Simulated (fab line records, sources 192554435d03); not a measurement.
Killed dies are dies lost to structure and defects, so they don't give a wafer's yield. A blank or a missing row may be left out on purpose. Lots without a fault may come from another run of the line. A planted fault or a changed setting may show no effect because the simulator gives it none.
Chamber matching | flow n5_finfet | N5_BEOL_M4_ILD_DEP_00 on pecvd-03: 3 sister chambers
The step deposits SiOC from DEMS/O2, target thk 79 nm, time 15.3 s. 3 wafers are shown with their chamber, then 11 later ones without.

WAFERS WITH THEIR CHAMBER
wafer  | chamber | showerhead_plenum_p_Torr (Torr)
L086.2 | 1       | 5.694
L087.5 | 0       | 5.648
L092.1 | 2       | 5.717

WAFERS WITHOUT THEIR CHAMBER
wafer  | showerhead_plenum_p_Torr (Torr)
L092.2 | 5.647
L092.6 | 5.709
L095.1 | 5.652
L095.2 | 5.724
L095.5 | 5.655
L096.1 | 5.655
L096.5 | 5.718
L096.6 | 5.716
L097.2 | 5.714
L097.5 | 5.697
L097.6 | 5.705

WHICH CHAMBER EACH WENT THROUGH
wafer  | from the rows above     | in truth
L092.2 | 0                       | 0
L092.6 | can't be placed: 2 or 1 | 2
L095.1 | 0                       | 0
L095.2 | 2                       | 2
L095.5 | 0                       | 0
L096.1 | 0                       | 0
L096.5 | 2                       | 2
L096.6 | 2                       | 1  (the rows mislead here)
L097.2 | 2                       | 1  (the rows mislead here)
L097.5 | 1                       | 1
L097.6 | can't be placed: 1 or 2 | 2
Placed correctly: 7 of 11. Can't be placed from these rows: 2 (the true chamber is among the candidates in 2). Placed wrongly: 2.
How it was worked out, from the rows above alone: a wafer's distance from a chamber is the root of the sum, over the readings, of the square of ((its reading less the chamber's mean) divided by the reading's scatter). The wafer belongs to the nearest chamber; if the next one is less than 2 further off, it can't be placed. A chamber's mean is the mean of its shown wafers. The scatter: with one shown wafer a chamber, the root of the mean of the squares of how far each hidden wafer lies from its nearest shown one.
